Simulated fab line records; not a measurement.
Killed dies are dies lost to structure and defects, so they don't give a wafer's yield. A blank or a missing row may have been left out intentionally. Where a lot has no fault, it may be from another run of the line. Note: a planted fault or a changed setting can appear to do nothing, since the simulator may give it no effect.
Problem report in the 8D (eight disciplines) form, filled by code    flow n5_finfet    the parts of the form that need people (team, actions taken, sign-off) are left out

## 1. WHAT IS WRONG
Wafers with no fault read 13 with a standard deviation of 5.2, whereas killed_at_M4_up at N5_PASSIVATION_PROBE_49 reads a mean of 109 on 1 wafer of 1 lot. That is +18 standard deviations from the usual mean.
Seen first at day 14 09:52 on prober-02, wafer L438.5. The record holds 10 wafers of 4 lots with a number at this step. Rule for "out", or "out of limits": more than 4 standard deviations from the usual mean. All remaining wafers that have a number are taken as sound.

## 2. WHAT IT IS; WHAT IT IS NOT
question                     is                 is not
which readings at this step  killed_at_M4_up    killed_at_M0_to_M3, killed_at_contacts, killed_at_front_end, killed_at_other, killed_open, sort_bin_6_memory
which lots                   L438               L440, L441, L444
which wafers of those lots   L438.5             L438.1, L438.6
read on which tools          prober-02          prober-01
when                         from day 14 09:52  up to then (1 sound wafer); but 8 sound wafers of L438, L440, L441, L444 came after

## 3. SUSPECTS, AND WHAT RULES EACH OUT
Counting: any tool at a process step up to the reading remains a suspect provided it ran every lot that is out. Sound lots after the first of them don't rule it out here, since some wafers of a struck lot are sound.
- rie_diel-03 at N5_BEOL_M10_STRIP_36 (strips in N2/H2): kept. It ran the lot that is out, L438 (day 12 07:50).
- rie_diel-05 at N5_PASSIVATION_VIA_ETCH_13 (etches SiO2 in CHF3/O2, target depth 660 nm, time 330 s): kept. It ran the lot that is out, L438 (day 14 01:45).
- rie_metal-01 at N5_PASSIVATION_AL_ETCH_33 (etches Al in Cl2/BCl3, stops on TaN, target depth 2800 nm, time 466.7 s): kept. It ran the lot that is out, L438 (day 14 04:55).
- prober-02 at N5_PASSIVATION_PROBE_49: kept. It ran the lot that is out, L438 (day 14 09:40). On those wafers its own readings are out: killed_at_M4_up.
- Within rie_diel-03 at N5_BEOL_M10_STRIP_36: the wafers that are out ran in chamber 2; their sound lot-mates ran in chambers 1, 3.
- At N5_PASSIVATION_AL_ETCH_33 on rie_metal-01, chamber 1 took the sound wafers of the same lots and chamber 0 took the wafers that are out.
Left after counting: rie_diel-03 at N5_BEOL_M10_STRIP_36, rie_diel-05 at N5_PASSIVATION_VIA_ETCH_13, rie_metal-01 at N5_PASSIVATION_AL_ETCH_33, prober-02 at N5_PASSIVATION_PROBE_49.

## 4. THE CAUSE (what the simulator had put in)
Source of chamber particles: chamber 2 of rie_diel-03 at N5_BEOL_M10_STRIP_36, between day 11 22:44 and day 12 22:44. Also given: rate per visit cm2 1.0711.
After counting, 4 suspects remain, this tool included.

## 5. THE EFFECT CHAIN, in route order
Each row: a reading whose mean over the struck wafers that have a number lies more than 3 standard deviations from the usual. Only readings whose record carries a usual standard deviation are examined. hours: median over the lots of the time between each lot's start at the first step of this table that gives one and its start at this step. sigmas: the change, counted in usual standard deviations.
hours  step                     reading               usual   on struck wafers  change  sigmas
0      N5_PASSIVATION_PROBE_49  defect_limited_yield  91.4 %  85.1              -6.3    -3.9
0      N5_PASSIVATION_PROBE_49  killed_at_M4_up       13      109               +96     +18
0      N5_PASSIVATION_PROBE_49  killed_dies           102     176               +74     +3.9
0      N5_PASSIVATION_PROBE_49  sort_bin_5_function   5.1 %   8.8               +3.7    +3.4
0      N5_PASSIVATION_PROBE_49  sort_n_pass           1078    1004              -74     -3.9
0      N5_PASSIVATION_PROBE_49  sort_yield_pct        91.4 %  85.1              -6.3    -3.9
Its process steps:
- N5_PASSIVATION_PROBE_49

## 6. WHAT WOULD HAVE CAUGHT IT SOONER
First out-of-limits reading in this record: day 14 09:52, which is 59 hours after fault onset at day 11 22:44.
Of the tool readings at N5_BEOL_M10_STRIP_36 for which the record gives a usual standard deviation, none was out on any struck wafer, so an alarm limit of 4 standard deviations on them would not have fired.
By day 14 09:52 the whole set of lots that are out, 1 in number, had already begun N5_BEOL_M10_STRIP_36 on rie_diel-03. Had the tool been put on hold then, not one of them would have been saved.
